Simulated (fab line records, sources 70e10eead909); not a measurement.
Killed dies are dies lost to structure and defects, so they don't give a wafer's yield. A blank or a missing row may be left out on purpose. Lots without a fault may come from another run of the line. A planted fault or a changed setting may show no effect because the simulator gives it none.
Which tool did it? | flow nand_harc | 14 lots, 41 wafers sampled, at 4 steps of a route of 1302

WHAT THE GAUGES READ, wafer by wafer
The record holds no reading of a measuring or inspecting step that can be judged against a usual standard deviation.

WHICH TOOL RAN EACH LOT (tool, then ch and the chambers of the sampled wafers, then the start)
lot  | NHARC_A_WL_FILL_ETCHBACK_04       | NHARC_A_WL_FILL_ETCHBACK_05       | NHARC_A_WL_FILL_STRIP_27             | NHARC_A_WL_FILL_ALD_19
L710 | rie_metal-01 ch 0,1, day 20 19:06 | rie_metal-01 ch 0,1, day 20 19:22 | plasma_asher-02 ch 0,1, day 20 19:31 | ald_metal-03 ch 0,1,2, day 21 10:40
L712 | rie_metal-02 ch 0,1, day 20 19:10 | rie_metal-02 ch 1, day 20 19:23   | plasma_asher-01 ch 0,1, day 20 19:30 | ald_metal-01 ch 2,3, day 21 10:40
L715 | rie_metal-01 ch 0,1, day 22 03:18 | rie_metal-01 ch 0,1, day 22 03:30 | plasma_asher-01 ch 0,1, day 22 03:40 | ald_metal-03 ch 0,2, day 22 23:21
L713 | rie_metal-02 ch 0,1, day 22 03:34 | rie_metal-02 ch 0,1, day 22 03:47 | plasma_asher-01 ch 0,1, day 22 03:55 | ald_metal-02 ch 0,1,2, day 22 23:22
L714 | rie_metal-01 ch 0, day 22 10:21   | rie_metal-01 ch 0,1, day 22 10:40 | plasma_asher-02 ch 0,1, day 22 10:50 | ald_metal-02 ch 1,2,3, day 23 02:35
L716 | rie_metal-03 ch 0,1, day 23 00:44 | rie_metal-03 ch 0,1, day 23 00:58 | plasma_asher-01 ch 0,1, day 23 01:07 | ald_metal-02 ch 0,1, day 23 16:52
L718 | rie_metal-01 ch 0,1, day 24 02:53 | rie_metal-01 ch 0,1, day 24 03:08 | plasma_asher-01 ch 0,1, day 24 03:16 | ald_metal-02 ch 2,3, day 24 19:00
L727 | rie_metal-03 ch 0, day 27 13:26   | rie_metal-03 ch 0, day 27 13:53   | plasma_asher-01 ch 0,1, day 27 14:07 | ald_metal-03 ch 2,3, day 28 05:19
L726 | rie_metal-02 ch 0,1, day 27 17:43 | rie_metal-02 ch 0,1, day 27 17:55 | plasma_asher-02 ch 0,1, day 27 18:07 | ald_metal-02 ch 0,3, day 28 09:41
L728 | rie_metal-03 ch 0, day 27 18:01   | rie_metal-03 ch 0, day 27 18:25   | plasma_asher-02 ch 1, day 27 18:36   | ald_metal-03 ch 0,1,2, day 28 09:43
L729 | rie_metal-01 ch 0,1, day 28 06:02 | rie_metal-01 ch 0,1, day 28 06:14 | plasma_asher-01 ch 0,1, day 28 06:23 | ald_metal-03 ch 2,3, day 28 22:03
L733 | rie_metal-02 ch 0,1, day 29 13:00 | rie_metal-02 ch 0,1, day 29 13:13 | plasma_asher-01 ch 0,1, day 29 13:22 | ald_metal-02 ch 0,2,3, day 30 05:09
L731 | rie_metal-03 ch 0,1, day 29 17:48 | rie_metal-03 ch 0,1, day 29 18:01 | plasma_asher-02 ch 0,1, day 29 18:09 | ald_metal-02 ch 0,3, day 30 09:22
L732 | rie_metal-01 ch 0,1, day 29 21:33 | rie_metal-01 ch 0,1, day 29 21:47 | plasma_asher-01 ch 0,1, day 29 21:56 | ald_metal-03 ch 0,2, day 30 13:10
- NHARC_A_WL_FILL_ETCHBACK_04: etches the open film in NF3, target depth 60 nm, time 120 s.
- NHARC_A_WL_FILL_ETCHBACK_05: etches the open film in Cl2/BCl3, target depth 22 nm, time 60 s.
- NHARC_A_WL_FILL_STRIP_27: strips in N2/H2, time 20 s.
- NHARC_A_WL_FILL_ALD_19: deposits TiN, target thk 2 nm, pulse time 3 s, ald cycles 100.

WHAT THE TOOLS THEMSELVES READ (means of the sampled wafers that have a number; where no wafer has one, the mark that the record gives instead)
NHARC_A_WL_FILL_ETCHBACK_04. Usual: drypump_motor_current_A 5.5 A, standard deviation 0.4; oes_product_au 1.002 a.u., standard deviation 0.012.
lot  | tool         | drypump_motor_current_A (A) | oes_product_au (a.u.) | flag
L710 | rie_metal-01 | 5.6                         | 1.012                 |
L712 | rie_metal-02 | 5.8                         | 0.990                 |
L715 | rie_metal-01 | 5.6                         | 1.012                 |
L713 | rie_metal-02 | 5.8                         | 0.983                 |
L714 | rie_metal-01 | 4.9                         | 1.017                 |
L716 | rie_metal-03 | 5.3                         | 1.002                 |
L718 | rie_metal-01 | 5.5                         | 1.009                 |
L727 | rie_metal-03 | 5.2                         | 1.002                 |
L726 | rie_metal-02 | 5.8                         | 1.005                 |
L728 | rie_metal-03 | 5.2                         | 1.010                 |
L729 | rie_metal-01 | 5.6                         | 1.006                 |
L733 | rie_metal-02 | 5.8                         | 1.004                 |
L731 | rie_metal-03 | 5.3                         | 0.999                 |
L732 | rie_metal-01 | 5.3                         | 0.999                 |

NHARC_A_WL_FILL_ETCHBACK_05. Usual: drypump_motor_current_A 5.5 A, standard deviation 0.4; oes_product_au 1.003 a.u., standard deviation 0.013; temp_c 40.00 C, standard deviation 0.12.
lot  | tool         | drypump_motor_current_A (A) | oes_product_au (a.u.) | temp_c (C) | flag
L710 | rie_metal-01 | 5.3                         | 1.001                 | 39.93      |
L712 | rie_metal-02 | 5.9                         | 1.006                 | 40.17      |
L715 | rie_metal-01 | 5.6                         | 1.019                 | 40.00      |
L713 | rie_metal-02 | 5.9                         | 0.983                 | 40.06      |
L714 | rie_metal-01 | 5.6                         | 1.025                 | 40.10      |
L716 | rie_metal-03 | 5.3                         | 1.006                 | 39.94      |
L718 | rie_metal-01 | 5.5                         | 1.025                 | 40.14      |
L727 | rie_metal-03 | 5.2                         | 1.001                 | 39.98      |
L726 | rie_metal-02 | 5.9                         | 1.015                 | 39.90      |
L728 | rie_metal-03 | 5.2                         | 1.003                 | 40.03      |
L729 | rie_metal-01 | 5.6                         | 1.004                 | 40.01      |
L733 | rie_metal-02 | 5.9                         | 0.998                 | 39.90      |
L731 | rie_metal-03 | 5.3                         | 0.997                 | 40.02      |
L732 | rie_metal-01 | 5.6                         | 0.997                 | 39.88      |

NHARC_A_WL_FILL_STRIP_27. Usual: drypump_motor_current_A 5.62 A, standard deviation 0.16; heater_power_w 315 W, standard deviation 25; temp_c 250.01 C, standard deviation 0.15.
lot  | tool            | drypump_motor_current_A (A) | heater_power_w (W) | temp_c (C) | flag
L710 | plasma_asher-02 | 5.73                        | 328                | 249.87     |
L712 | plasma_asher-01 | 5.56                        | 311                | 250.03     |
L715 | plasma_asher-01 | 5.47                        | 308                | 250.06     |
L713 | plasma_asher-01 | 5.43                        | 310                | 249.94     |
L714 | plasma_asher-02 | 5.70                        | 329                | 250.07     |
L716 | plasma_asher-01 | 5.56                        | 294                | 249.96     |
L718 | plasma_asher-01 | 5.51                        | 302                | 249.96     |
L727 | plasma_asher-01 | 5.55                        | 299                | 250.00     |
L726 | plasma_asher-02 | 5.74                        | 315                | 249.85     |
L728 | plasma_asher-02 | 5.67                        | 284                | 249.96     |
L729 | plasma_asher-01 | 5.58                        | 298                | 250.08     |
L733 | plasma_asher-01 | 5.57                        | 293                | 250.14     |
L731 | plasma_asher-02 | 5.71                        | 297                | 249.99     |
L732 | plasma_asher-01 | 5.60                        | 299                | 250.09     |

NHARC_A_WL_FILL_ALD_19. Usual: heater_power_w 1116 W, standard deviation 140; precursor_pulse_height_rel 0.998, standard deviation 0.017.
lot  | tool         | heater_power_w (W) | precursor_pulse_height_rel | flag
L710 | ald_metal-03 | 1025               | 1.013                      |
L712 | ald_metal-01 | 1234               | 1.006                      |
L715 | ald_metal-03 | 1127               | 0.983                      |
L713 | ald_metal-02 | 1190               | 0.998                      |
L714 | ald_metal-02 | 1159               | 0.988                      |
L716 | ald_metal-02 | 1124               | 1.003                      |
L718 | ald_metal-02 | 1148               | 1.000                      |
L727 | ald_metal-03 | 1073               | 1.021                      |
L726 | ald_metal-02 | 1022               | 0.998                      |
L728 | ald_metal-03 | 1064               | 1.005                      |
L729 | ald_metal-03 | 1150               | 0.988                      |
L733 | ald_metal-02 | 1141               | 0.996                      |
L731 | ald_metal-02 | 1042               | 1.012                      |
L732 | ald_metal-03 | 1074               | 0.987                      |

THE ANSWER, worked out from the rows above alone
Rule: a lot is off if the mean of its wafers that have a number lies more than 3 standard deviations from the usual mean. A lot without any number at a reading at which 4 lots or more have one is off too. The other lots that the step has rows for count as sound. The gauges are gone through in route order, then the tools' own readings, and for those a lot's mean is taken as printed above. The first step at which some lot is off is used, and at that step the reading that is off furthest; a lot without a number counts as furthest.
No lot is off at any reading shown: from this, nothing can be told.

WHAT THE SIMULATOR HAD PUT IN
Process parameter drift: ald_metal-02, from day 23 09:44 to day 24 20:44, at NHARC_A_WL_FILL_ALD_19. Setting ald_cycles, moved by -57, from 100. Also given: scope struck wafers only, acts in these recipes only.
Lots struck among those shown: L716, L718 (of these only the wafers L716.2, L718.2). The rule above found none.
